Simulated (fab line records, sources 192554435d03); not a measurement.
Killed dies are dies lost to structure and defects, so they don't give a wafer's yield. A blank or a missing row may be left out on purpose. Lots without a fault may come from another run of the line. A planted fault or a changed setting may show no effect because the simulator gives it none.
Split-lot experiment | flow n5_finfet | 7 lots, 21 wafers read, on a route of 1938 steps

THE SPLIT
At N5_BEOL_M4_COAT_67 (time 60 s, resist thk 60 nm), the setting spin_rpm was moved away from the recipe's 1500 rpm on 10 of the 21 wafers read, by -8.2% to +6.0%. The other wafers ran this setting at the recipe's value.

FROM THE SPLIT TO THE READING: what the file shows between them, 8 steps
- N5_BEOL_M4_COAT_68: time 60 s, resist thk 12 nm (also split here: spin_rpm)
- N5_BEOL_M4_COAT_76: time 60 s, resist thk 5 nm
- N5_BEOL_M4_COAT_22: resist thk 30 nm
- N5_BEOL_M4_DESCUM_33: chemistry O2, time 7 s
- N5_BEOL_M4_ETCH_77: etches underlayer in N2/H2, target depth 6.5 nm, time 5.2 s
- N5_BEOL_M4_ETCH_69: etches SiARC in CF4, target depth 15.6 nm, time 26 s
- N5_BEOL_M4_ALD_98: deposits SiO2, target thk 2.5 nm, pulse time 1 s, co reactant pulse time 1 s
- N5_BEOL_M4_ETCHBACK_99: etches SiO2 in CHF3, target depth 5 nm, time 10.4 s

THE READING
etch.depth_nm (the simulator's own value, which no gauge read), in nm, at N5_BEOL_M4_ETCH_70 (etches SOC in N2/H2, target depth 80 nm, overetch 24 nm, time 130 s). The file gives no usual value for it. The 11 wafers here that ran the recipe average 60.03 nm, standard deviation 0.19 nm.

wafer  | tool, chamber at the split | spin_rpm as run, rpm | against the recipe | etch.depth_nm, nm | against lot-mates on the recipe
L074.3 | litho_track-01, 0          | 1500                 | recipe             | 59.94             | -
L074.4 | litho_track-01, 0          | 1500                 | recipe             | 59.96             | -
L074.6 | litho_track-01, 0          | 1377                 | -8.2%              | 62.56             | +2.61
L077.1 | litho_track-02, 0          | 1574                 | +4.9%              | 58.49             | -1.34
L077.2 | litho_track-02, 0          | 1574                 | +4.9%              | 58.56             | -1.27
L077.5 | litho_track-02, 0          | 1500                 | recipe             | 59.83             | -
L078.3 | litho_track-05, 0          | 1390                 | -7.3%              | 62.14             | no lot-mate on the recipe
L078.5 | litho_track-05, 0          | 1390                 | -7.3%              | 62.3              | no lot-mate on the recipe
L078.6 | litho_track-05, 0          | 1390                 | -7.3%              | 62.26             | no lot-mate on the recipe
L081.1 | litho_track-01, 0          | 1500                 | recipe             | 59.83             | -
L081.2 | litho_track-01, 0          | 1500                 | recipe             | 60.07             | -
L081.4 | litho_track-01, 0          | 1500                 | recipe             | 59.95             | -
L082.4 | litho_track-02, 0          | 1590                 | +6.0%              | 58.08             | -1.73
L082.5 | litho_track-02, 0          | 1590                 | +6.0%              | 58.38             | -1.43
L082.6 | litho_track-02, 0          | 1500                 | recipe             | 59.81             | -
L084.2 | litho_track-05, 0          | 1580                 | +5.3%              | 58.52             | -1.47
L084.5 | litho_track-05, 0          | 1500                 | recipe             | 59.99             | -
L084.6 | litho_track-05, 0          | 1580                 | +5.3%              | 58.45             | -1.54
L095.1 | litho_track-05, 0          | 1500                 | recipe             | 60.33             | -
L095.2 | litho_track-05, 0          | 1500                 | recipe             | 60.25             | -
L095.3 | litho_track-05, 0          | 1500                 | recipe             | 60.35             | -

THE FIT
A straight line over all 21 wafers: etch.depth_nm changes by -0.301 nm for each +1% of spin_rpm; r = -0.99; the points scatter about the line by 0.16 nm.
The same after taking each lot's own level away (the mean of its wafers on the recipe; 18 wafers): -0.288 nm for each +1%; r = -0.99; scatter 0.11 nm.
On that fit, the largest move of spin_rpm shifts the reading by 2.4 nm.
The lots' own levels span 59.810 to 60.310 nm, that is 2.6 times the standard deviation above.
So the lot-to-lot level changes the slope little: the two slopes agree.
Check: with one of the wafers moved furthest among these (-8.2%) left out of the fit, the line predicts +2.21 nm for it against its lot-mates. It came out at +2.61 nm against them.

OTHER SPLITS ON THESE WAFERS
These wafers also went through other splits before the reading. Each is held against what the fit with the lots' levels taken away leaves over:
other split on the same wafers   | wafers away from the commonest value | r with etch.depth_nm (lot level and that fit taken away)
N5_BEOL_M3_TRENCH_ETCH_37 time_s | 8                                    | +0.29
N5_BEOL_M4_COAT_68 spin_rpm      | 8                                    | +0.12

THE WHOLE CHAIN: every reading that the file lists as answering this split, in the file's order
step               | what it does                                                        | reading                                                                        | change (the file's fit)               | r (the file's)
N5_BEOL_M4_COAT_67 | time 60 s, resist thk 60 nm                                         | SOC_of_BEOL_M4_COAT_67.thk_nm (the simulator's own value, which no gauge read) | -0.291 nm for each +1% of the setting | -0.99
N5_BEOL_M4_ETCH_70 | etches SOC in N2/H2, target depth 80 nm, overetch 24 nm, time 130 s | etch.depth_nm (the simulator's own value, which no gauge read)                 | -0.291 nm for each +1% of the setting | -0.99

THE FILE'S OWN FIT
etch.depth_nm changes by -0.291 nm for each +1% of spin_rpm, r = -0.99.
